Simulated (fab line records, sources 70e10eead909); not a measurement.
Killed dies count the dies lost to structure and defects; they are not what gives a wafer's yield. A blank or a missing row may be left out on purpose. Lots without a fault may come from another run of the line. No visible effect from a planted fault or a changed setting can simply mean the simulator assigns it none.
fab line records | flow nandHarc
[record] lots = 14 | wafers = 42 | lastDay = 25
route steps=1159 shown P_GATE@207 P_CONTACT@217 P_M0@261
lots untouched by any fault: they come from a run of this same line in which no faults occurred
startH: hours from the record's first day to the start of the lot's first wafer shown | waitH: hours since the lot's step before | " the same as in the row above | L1.1+2: a single row standing in for several wafers | - no value, or no start given | * or withheld: withheld | < > ~ a bound
route shown NAME@n: a module of which the file shows steps, and the number in the route of the first | usual: mean/standard deviation taken from wafers without a fault | same: alike in all rows | chamber/n: place in a boat | sites: readings site by site | _std_site: the values' standard deviation | _edge_site: the outer-site mean with the inner-site mean subtracted | radiusMm: how far each site lies from the wafer's centre | mask NAME#n: copy n | behind: the tool/chamber that last shaped the wafer | hold: reason for holding the lot/hours on hold/outcome of the hold | device: whichever transistor did not switch (one of n, p or np) | end of line: tests of these same wafers at the route's end | a step given without rows: its recipe and nothing more | killed: dies that structure and defects cost at the first sort, which is not the same as the wafer's yield | map: a wafer's dies, x killed, . not, _ none there
set.NAME: the setting that was run; set.NAME@STEP: the one run at that earlier step | model.NAME: the simulator's own value behind a step, which no gauge read
one table for each step of the route and one row for each wafer, over a sample of lots
services: a tool's chamber out of use, with start hour (startH, from the record's first day; less than 0 if before it), hours out, and reason
[[steps]]
[step NHARC_P_GATE_RTA_64]
[recipe] tempC = 1050 | timeS = 1
[usual] lampPowerPct = 34.6/0.43 | lamp_zone_4_pct = 34.6/0.43 | wafer_temp_C_max = 1053.6/0.95
lot.wafer | tool         | chamber | startH | waitH | lampPowerPct | lamp_zone_4_pct | wafer_temp_C_max
L709.2    | rtpAnneal-02 | 0       | 109.67 | -     | 34.1         | 34.2            | 1051.7
L709.4    | "            | 0       | "      | "     | 34.2         | 34.1            | 1053.1
L709.5    | "            | 0       | "      | "     | 34.2         | 34.1            | 1052.2
L711.2    | rtpAnneal-02 | 0       | 122.21 | -     | 34.2         | 34.1            | 1052.9
L711.4    | "            | 0       | "      | "     | 34.1         | 34.1            | 1053.2
L711.6    | "            | 0       | "      | "     | 34.1         | 34.2            | 1052.8
L712.1    | rtpAnneal-01 | 0       | 129.98 | -     | 35.0         | 35.1            | 1053.7
L712.2    | "            | 0       | "      | "     | 35.0         | 35.1            | 1054.2
L712.4    | "            | 0       | "      | "     | 35.0         | 35.1            | 1054.7
L713.1    | rtpAnneal-02 | 0       | 143.59 | -     | 34.2         | 34.2            | 1053.1
L713.3    | "            | 0       | "      | "     | 34.2         | 34.2            | 1053.1
L713.6    | "            | 0       | "      | "     | 34.2         | 34.2            | 1053.8
L718.1    | rtpAnneal-01 | 0       | 166.10 | -     | 35.0         | 35.0            | 1053.8
L718.2    | "            | 0       | "      | "     | 35.0         | 35.0            | 1053.8
L718.6    | "            | 0       | "      | "     | 35.0         | 35.1            | 1054.6
L721.2    | rtpAnneal-02 | 0       | 184.54 | -     | 34.2         | 34.2            | 1054.3
L721.3    | "            | 0       | "      | "     | 34.2         | 34.2            | 1052.8
L721.4    | "            | 0       | "      | "     | 34.2         | 34.2            | 1052.3
L722.1    | rtpAnneal-02 | 0       | 193.45 | -     | 34.1         | 34.1            | 1053.3
L722.3    | "            | 0       | "      | "     | 34.2         | 34.2            | 1052.2
L722.4    | "            | 0       | "      | "     | 34.1         | 34.2            | 1053.6
L725.1    | rtpAnneal-01 | 0       | 209.33 | -     | 35.1         | 35.0            | 1054.2
L725.3    | "            | 0       | "      | "     | 34.9         | 35.0            | 1054.7
L725.5    | "            | 0       | "      | "     | 35.0         | 35.0            | 1053.9
L726.2    | rtpAnneal-02 | 0       | 209.79 | -     | 34.2         | 34.2            | 1053.3
L726.4    | "            | 0       | "      | "     | 34.2         | 34.1            | 1053.8
L726.5    | "            | 0       | "      | "     | 34.1         | 34.2            | 1052.4
L728.1    | rtpAnneal-01 | 0       | 227.75 | -     | 34.9         | 35.0            | 1057.3
L728.3    | "            | 0       | "      | "     | 35.0         | 35.0            | 1053.0
L728.5    | "            | 0       | "      | "     | 34.9         | 35.0            | 1053.2
L727.2    | rtpAnneal-01 | 0       | 228.44 | -     | 35.1         | 35.1            | 1054.2
L727.3    | "            | 0       | "      | "     | 35.1         | 35.0            | 1055.1
L727.5    | "            | 0       | "      | "     | 35.1         | 35.0            | 1055.0
L730.1    | rtpAnneal-02 | 0       | 237.00 | -     | 34.2         | 34.2            | 1054.3
L730.5    | "            | 0       | "      | "     | 34.1         | 34.1            | 1052.9
L730.6    | "            | 0       | "      | "     | 34.2         | 34.2            | 1053.0
L729.1    | rtpAnneal-01 | 0       | 237.41 | -     | 35.0         | 35.1            | 1054.4
L729.4    | "            | 0       | "      | "     | 35.0         | 35.0            | 1054.8
L729.6    | "            | 0       | "      | "     | 35.1         | 35.0            | 1054.2
L731.2    | rtpAnneal-01 | 0       | 248.90 | -     | 35.1         | 35.0            | 1054.0
L731.4    | "            | 0       | "      | "     | 35.1         | 35.0            | 1054.7
L731.5    | "            | 0       | "      | "     | 35.0         | 35.0            | 1056.6
[step NHARC_P_CONTACT_DEP_30]
[recipe] targetThkA = 300 | tempC = 400 | targetThkNm = 30 | flowSccm = 200 | rfW = 450 | material = SiNx
[usual] heaterPowerW = 677/90
lot.wafer | tool     | chamber | startH | waitH | heaterPowerW
L709.2    | pecvd-04 | 2       | 111.04 | 0.1   | 638
L709.5    | "        | 0       | "      | "     | 529
L709.4    | "        | 2       | "      | "     | 650
L711.2    | pecvd-02 | 2       | 123.82 | 0.1   | 656
L711.4    | "        | 0       | "      | "     | 581
L711.6    | "        | 2       | "      | "     | 633
L712.2    | pecvd-04 | 1       | 131.46 | 0.1   | 705
L712.1    | "        | 2       | "      | "     | 698
L712.4    | "        | 0       | "      | "     | 442
L713.1    | pecvd-02 | 1       | 144.92 | 0.1   | 754
L713.3    | "        | 0       | "      | "     | 662
L713.6    | "        | 1       | "      | "     | 773
L718.2    | pecvd-02 | 2       | 167.66 | 0.1   | 703
L718.1    | "        | 1       | "      | "     | 730
L718.6    | "        | 1       | "      | "     | 730
L721.2    | pecvd-02 | 0       | 185.84 | 0.1   | 672
L721.3    | "        | 2       | "      | "     | 703
L721.4    | "        | 2       | "      | "     | 684
L722.3    | pecvd-04 | 0       | 194.91 | 0.1   | 503
L722.1    | "        | 1       | "      | "     | 597
L722.4    | "        | 2       | "      | "     | 628
L725.1    | pecvd-02 | 2       | 210.93 | 0.1   | 631
L725.3    | "        | 0       | "      | "     | 675
L725.5    | "        | 0       | "      | "     | 674
L726.2    | pecvd-04 | 2       | 211.27 | 0.1   | 696
L726.4    | "        | 0       | "      | "     | 464
L726.5    | "        | 2       | "      | "     | 703
L728.3    | pecvd-02 | 2       | 229.22 | 0.1   | 618
L728.1    | "        | 0       | "      | "     | 611
L728.5    | "        | 0       | "      | "     | 625
L727.2    | pecvd-03 | 1       | 229.79 | 0.1   | 857
L727.3    | "        | 2       | "      | "     | 889
L727.5    | "        | 2       | "      | "     | 878
L730.1    | pecvd-03 | 2       | 238.41 | 0.1   | 822
L730.5    | "        | 1       | "      | "     | 740
L730.6    | "        | 2       | "      | "     | 815
L729.1    | pecvd-02 | 0       | 238.81 | 0.1   | 656
L729.4    | "        | 0       | "      | "     | 644
L729.6    | "        | 1       | "      | "     | 650
L731.2    | pecvd-04 | 2       | 250.28 | 0.1   | 693
L731.4    | "        | 2       | "      | "     | 681
L731.5    | "        | 0       | "      | "     | 555
[step NHARC_P_M0_PEB_07]
[recipe] pebTempC = 100 | pebTimeS = 65
[usual] heaterPowerTotalW = 156.7/0.45 | plateTempC = 99.99/0.14 | resistLineTempC = 23.02/0.1
lot.wafer | tool          | chamber | startH | waitH | heaterPowerTotalW | plateTempC | resistLineTempC
L709.2    | lithoTrack-04 | 0       | 120.82 | 0.1   | 156.2             | 99.83      | 22.95
L709.4    | "             | 0       | "      | "     | 157.2             | 99.91      | 23.08
L709.5    | "             | 0       | "      | "     | 156.0             | 99.82      | 22.96
L711.2    | lithoTrack-01 | 0       | 133.67 | 0.1   | 157.2             | 99.91      | 22.84
L711.4    | "             | 0       | "      | "     | 156.9             | 99.85      | 23.03
L711.6    | "             | 0       | "      | "     | 156.9             | 99.98      | 23.12
L712.1    | lithoTrack-04 | 0       | 137.32 | 0.1   | 155.9             | 100.27     | 23.22
L712.2    | "             | 0       | "      | "     | 156.6             | 100.32     | 23.06
L712.4    | "             | 0       | "      | "     | 156.4             | 100.13     | 23.23
L713.1    | lithoTrack-01 | 0       | 150.56 | 0.1   | 156.1             | 99.93      | 23.08
L713.3    | "             | 0       | "      | "     | 156.2             | 99.84      | 23.14
L713.6    | "             | 0       | "      | "     | 156.9             | 99.74      | 23.07
L718.1    | lithoTrack-06 | 0       | 173.67 | 0.1   | 142.7             | 93.72      | 23.10
L718.2    | "             | 0       | "      | "     | 143.7             | 93.77      | 22.81
L718.6    | "             | 0       | "      | "     | 142.8             | 93.71      | 22.91
L721.2    | lithoTrack-06 | 0       | 195.25 | 0.1   | 143.6             | 93.74      | 23.01
L721.3    | "             | 0       | "      | "     | 143.0             | 93.74      | 22.83
L721.4    | "             | 0       | "      | "     | 143.8             | 93.77      | 22.90
L722.1    | lithoTrack-01 | 0       | 206.65 | 0.1   | 157.1             | 99.91      | 23.14
L722.3    | "             | 0       | "      | "     | 156.8             | 99.92      | 23.09
L722.4    | "             | 0       | "      | "     | 156.6             | 99.88      | 22.96
L725.1    | lithoTrack-01 | 0       | 217.77 | 0.1   | 157.0             | 100.12     | 23.20
L725.3    | "             | 0       | "      | "     | 156.7             | 99.82      | 23.03
L725.5    | "             | 0       | "      | "     | 157.0             | 99.91      | 23.10
L726.2    | lithoTrack-01 | 0       | 218.41 | 0.1   | 157.1             | 100.12     | 23.18
L726.4    | "             | 0       | "      | "     | 156.6             | 100.12     | 22.99
L726.5    | "             | 0       | "      | "     | 157.2             | 99.80      | 23.04
L728.1    | lithoTrack-01 | 0       | 239.93 | 0.1   | 157.1             | 100.01     | 23.10
L728.3    | "             | 0       | "      | "     | 156.9             | 100.13     | 23.09
L728.5    | "             | 0       | "      | "     | 155.9             | 100.13     | 22.90
L727.2    | lithoTrack-04 | 0       | 240.19 | 0.1   | 157.1             | 100.01     | 22.97
L727.3    | "             | 0       | "      | "     | 157.1             | 100.05     | 22.83
L727.5    | "             | 0       | "      | "     | 157.1             | 100.07     | 22.98
L730.1    | lithoTrack-01 | 0       | 244.10 | 0.1   | 156.0             | 100.08     | 23.03
L730.5    | "             | 0       | "      | "     | 155.9             | 99.94      | 22.95
L730.6    | "             | 0       | "      | "     | 156.1             | 100.07     | 23.12
L729.1    | lithoTrack-04 | 0       | 244.36 | 0.1   | 156.9             | 99.92      | 23.17
L729.4    | "             | 0       | "      | "     | 156.5             | 100.07     | 23.11
L729.6    | "             | 0       | "      | "     | 156.8             | 99.97      | 23.18
L731.2    | lithoTrack-01 | 0       | 257.48 | 0.1   | 155.9             | 99.91      | 23.07
L731.4    | "             | 0       | "      | "     | 156.2             | 100.05     | 23.05
L731.5    | "             | 0       | "      | "     | 156.1             | 99.97      | 23.03
[step NHARC_P_M0_STRIP_18]
[recipe] powerW = 1000 | n2FlowSccm = 150 | h2FlowSccm = 150 | arFlowSccm = 0 | biasW = 0 | chemistry = N2/H2
[usual] drypumpMotorCurrentA = 5.70/0.27 | n2FlowSccm = 150.1/0.42 | oesProductAu = 0.996/0.017 | rfVppV = 90.8/0.92 | showerheadPlenumPTorr = 2.07/0.093 | throttleValvePct = 14.172/0.0085
lot.wafer | tool       | chamber | startH | waitH | drypumpMotorCurrentA | n2FlowSccm | oesProductAu | rfHoursCounterH | rfVppV | showerheadPlenumPTorr | throttleValvePct
L709.4    | rieDiel-01 | 2       | 121.47 | 0.1   | 6.09                 | 150.3      | 0.968        | 9               | 91.5   | 2.17                  | 14.171
L709.2    | "          | 1       | "      | "     | 5.41                 | 150.1      | 0.995        | 9               | 90.0   | 2.09                  | 14.173
L709.5    | "          | 2       | "      | "     | 6.07                 | 150.1      | 0.967        | -               | 90.7   | 2.17                  | 14.180
L711.4    | rieDiel-01 | 2       | 134.37 | 0.1   | 6.03                 | 150.1      | 0.970        | 10              | 90.6   | 2.17                  | 14.163
L711.2    | "          | 3       | "      | "     | 5.84                 | 149.8      | 0.992        | 12              | 89.8   | 2.04                  | 14.170
L711.6    | "          | 1       | "      | "     | 5.41                 | 149.4      | 1.000        | -               | 91.3   | 2.09                  | 14.166
L712.4    | rieDiel-12 | 2       | 137.96 | 0.1   | 5.52                 | 149.7      | 0.989        | 7               | 90.6   | 1.99                  | 14.169
L712.1    | "          | 3       | "      | "     | 5.13                 | 149.5      | 0.985        | 7               | 89.6   | 1.90                  | 14.181
L712.2    | "          | 1       | "      | "     | 5.62                 | 149.7      | 0.986        | 7               | 90.9   | 2.05                  | 14.180
L713.1    | rieDiel-01 | 0       | 151.23 | 0.1   | 6.08                 | 150.7      | 0.998        | 0               | 91.2   | 2.14                  | 14.172
L713.3    | "          | 1       | "      | "     | 5.40                 | 149.6      | 1.001        | 0               | 91.3   | 2.09                  | 14.184
L713.6    | "          | 0       | "      | "     | 6.09                 | 150.0      | 0.997        | -               | 92.0   | 2.14                  | 14.185
L718.1    | rieDiel-09 | 2       | 174.34 | 0.1   | 5.71                 | 150.6      | 0.979        | 6               | 90.3   | 1.98                  | 14.179
L718.2    | "          | 0       | "      | "     | 5.81                 | 150.0      | 1.033        | 7               | 92.1   | 2.20                  | 14.171
L718.6    | "          | 2       | "      | "     | 5.72                 | 150.7      | 0.979        | -               | 90.9   | 1.98                  | 14.174
L721.3    | rieDiel-01 | 1       | 195.90 | 0.1   | 5.42                 | 149.8      | 0.996        | 4               | 90.7   | 2.09                  | 14.170
L721.2    | "          | 2       | "      | "     | 6.01                 | 149.5      | 0.969        | 2               | 92.9   | 2.17                  | 14.175
L721.4    | "          | 3       | "      | "     | 5.83                 | 149.8      | 1.002        | 4               | 91.2   | 2.03                  | 14.178
L722.4    | rieDiel-01 | 0       | 207.33 | 0.1   | 6.10                 | 150.6      | 1.008        | 5               | 91.4   | 2.14                  | 14.168
L722.1    | "          | 2       | "      | "     | 6.06                 | 150.7      | 0.972        | 3               | 91.7   | 2.17                  | 14.173
L722.3    | "          | 3       | "      | "     | 5.84                 | 149.8      | 0.995        | 5               | 90.6   | 2.03                  | 14.170
L725.3    | rieDiel-09 | 1       | 218.41 | 0.1   | 5.64                 | 150.3      | 1.006        | 10              | 89.8   | 1.96                  | 14.173
L725.1    | "          | 3       | "      | "     | 5.32                 | 149.3      | 0.983        | 9               | 91.2   | 2.20                  | 14.173
L725.5    | "          | 2       | "      | "     | 5.72                 | 150.2      | 0.977        | -               | 90.2   | 1.98                  | 14.167
L726.2    | rieDiel-09 | 3       | 219.10 | 0.1   | 5.31                 | 150.3      | 0.988        | 9               | 93.0   | 2.20                  | 14.170
L726.4    | "          | 0       | "      | "     | 5.80                 | 150.6      | 1.014        | 10              | 90.4   | 2.20                  | 14.178
L726.5    | "          | 1       | "      | "     | 5.63                 | 150.2      | 1.002        | -               | 90.8   | 1.96                  | 14.140
L728.1    | rieDiel-01 | 3       | 240.68 | 0.1   | 5.87                 | 149.7      | 0.974        | 7               | 91.5   | 2.03                  | 14.163
L728.3    | "          | 0       | "      | "     | 6.11                 | 150.7      | 0.996        | 7               | 91.6   | 2.14                  | 14.169
L728.5    | "          | 3       | "      | "     | 5.87                 | 150.3      | 0.977        | -               | 90.5   | 2.03                  | 14.167
L727.2    | rieDiel-01 | 0       | 241.13 | 0.1   | 6.06                 | 150.2      | 0.989        | 7               | 91.7   | 2.14                  | 14.166
L727.3    | "          | 1       | "      | "     | 5.45                 | 150.4      | 0.994        | 7               | 90.5   | 2.09                  | 14.181
L727.5    | "          | 3       | "      | "     | 5.86                 | 149.9      | 0.987        | -               | 90.5   | 2.03                  | 14.164
L730.1    | rieDiel-09 | 3       | 244.75 | 0.1   | 5.33                 | 149.1      | 0.994        | 11              | 90.3   | 2.20                  | 14.153
L730.5    | "          | 3       | "      | "     | 5.31                 | 149.6      | 0.996        | -               | 91.4   | 2.20                  | 14.167
L730.6    | "          | 0       | "      | "     | 5.82                 | 150.4      | 1.019        | -               | 91.7   | 2.20                  | 14.168
L729.1    | rieDiel-01 | 0       | 245.00 | 0.1   | 6.09                 | 149.7      | 0.994        | 8               | 91.3   | 2.14                  | 14.167
L729.4    | "          | 3       | "      | "     | 5.88                 | 150.2      | 0.975        | 7               | 89.8   | 2.03                  | 14.155
L729.6    | "          | 0       | "      | "     | 6.08                 | 150.0      | 0.985        | -               | 90.6   | 2.14                  | 14.161
L731.2    | rieDiel-12 | 3       | 258.17 | 0.1   | 5.15                 | 149.3      | 0.997        | 3               | 89.9   | 1.89                  | 14.167
L731.4    | "          | 0       | "      | "     | 5.95                 | 150.1      | 1.003        | 3               | 90.5   | 2.05                  | 14.172
L731.5    | "          | 1       | "      | "     | 5.64                 | 151.0      | 0.998        | -               | 90.3   | 2.04                  | 14.171
[[services]]
tool          | chamber | startH | hours | kind
rieDiel-01    | 0       | 92.49  | -     | clean
rieDiel-01    | 1       | 92.49  | -     | clean
rieDiel-01    | 2       | 92.49  | -     | clean
rieDiel-01    | 3       | 92.49  | -     | clean
lithoTrack-01 | -       | 93.00  | 7.0   | pm
rieDiel-01    | 2       | 95.14  | 6.2   | repair
pecvd-02      | -       | 103.13 | 0.9   | repair
pecvd-03      | -       | 111.00 | 13.0  | pm
rieDiel-01    | 0       | 116.99 | -     | clean
rieDiel-01    | 1       | 116.99 | -     | clean
lithoTrack-06 | -       | 117.00 | 7.0   | pm
rieDiel-01    | -       | 137.82 | 9.0   | pm
lithoTrack-04 | -       | 141.00 | 7.0   | pm
rieDiel-12    | -       | 144.09 | 0.6   | repair
rieDiel-01    | 2       | 148.38 | 8.2   | repair
pecvd-02      | -       | 153.11 | 13.0  | pm
rieDiel-09    | 2       | 164.67 | 4.8   | repair
pecvd-02      | 1       | 169.26 | 6.8   | repair
rieDiel-01    | -       | 184.53 | 0.7   | repair
rieDiel-09    | -       | 186.22 | 0.4   | repair
pecvd-04      | -       | 195.36 | 13.0  | pm
rieDiel-12    | -       | 202.41 | 9.0   | pm
pecvd-02      | -       | 248.97 | 0.4   | repair
rieDiel-09    | -       | 254.10 | 9.0   | pm
[[key]]
[firstSign] step = NHARC_P_M0_PEB_07 | reading = plateTempC | direction = down | sigmas = 43 | usual = * | struck = *
[effect] step = NHARC_P_M0_PEB_07 | reading = heaterPowerTotalW | direction = down | sigmas = 30 | usual = * | struck = *
metAt NHARC_P_M0_PEB_07
struckLots L718,L721
laterRowsLeftOut L718.1,L718.2,L718.6,L721.2,L721.3,L721.4
sortLeftOut L718.1,L718.2,L718.6,L721.2,L721.3,L721.4
notActingAt NHARC_P_GATE_RTA_64,NHARC_P_CONTACT_DEP_30,NHARC_P_M0_STRIP_18
[fault] kind = processParameterDrift | tool = lithoTrack-06 | chamber = - | onsetH = 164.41 | steps = NHARC_P_M0_PEB_07 | channel = pebTempC | offset = * | shape = step | endH = 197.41 | actsIn = * | stated = *
// sortLeftOut: the simulated sort isn't trusted on such a fault, so these wafers' sort isn't shown, and their yield isn't known
// laterRowsLeftOut: the simulator's readings of these wafers behind a module that went badly wrong aren't trusted and aren't shown, but for the sort
